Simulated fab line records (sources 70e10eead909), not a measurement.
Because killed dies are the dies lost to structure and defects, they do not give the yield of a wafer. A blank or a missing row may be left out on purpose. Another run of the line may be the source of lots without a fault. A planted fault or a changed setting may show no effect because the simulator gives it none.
Chamber matching ; flow nand-harc ; 4 sister chambers for NHARC_A_SGD_CUT_CMP_21 on cmp-02
The step polishes, target thk 148.19 nm. 8 wafers are shown with their chamber, then 9 later ones without.

WAFERS PAIRED WITH THEIR CHAMBERS
wafer;chamber;motor-current-A (A);time-to-endpoint-s (s)
L075.2;2;9.8;50
L083.3;2;10.4;48
L088.1;0;12.8;50
L088.2;1;11.3;49
L088.4;3;10.8;50
L090.2;1;12.3;51
L090.3;3;10.9;51
L090.5;0;13.1;53

WAFERS WITH NO CHAMBER GIVEN
wafer;motor-current-A (A);time-to-endpoint-s (s)
L092.2;9.8;53
L092.4;11.3;55
L092.5;13.1;55
L096.2;13.6;54
L096.4;10.0;54
L096.6;11.6;53
L096.1;11.0;51
L096.3;10.9;54
L096.5;10.2;57

WHICH CHAMBER EACH ONE RAN IN
wafer;from the rows above;in truth
L092.2;can't be placed: 2 or 3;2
L092.4;can't be placed: 3 or 1 or 0 or 2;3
L092.5;0;0
L096.2;0;0
L096.4;can't be placed: 3 or 2 or 1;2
L096.6;can't be placed: 1 or 3 or 0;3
L096.1;can't be placed: 3 or 1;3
L096.3;can't be placed: 3 or 1 or 2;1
L096.5;can't be placed: 3 or 2 or 1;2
Correct placement for 2 of the 9. Cannot be placed on the basis of these rows: 7; the candidates contain the true chamber in 7. Wrongly placed: 0.
How it was worked out, from the rows above alone: a wafer's distance from a chamber is the root of the sum, over the readings, of the square of ((its reading less the chamber's mean) divided by the reading's scatter). If the next closest chamber is less than 2 further off than the closest, the wafer can't be placed; otherwise it belongs to the closest. Each chamber's mean is taken over the wafers shown for it. The scatter is the square root of a quotient: the sum, over the shown wafers, of each reading's squared deviation from its chamber's mean, divided by wafers minus chambers.
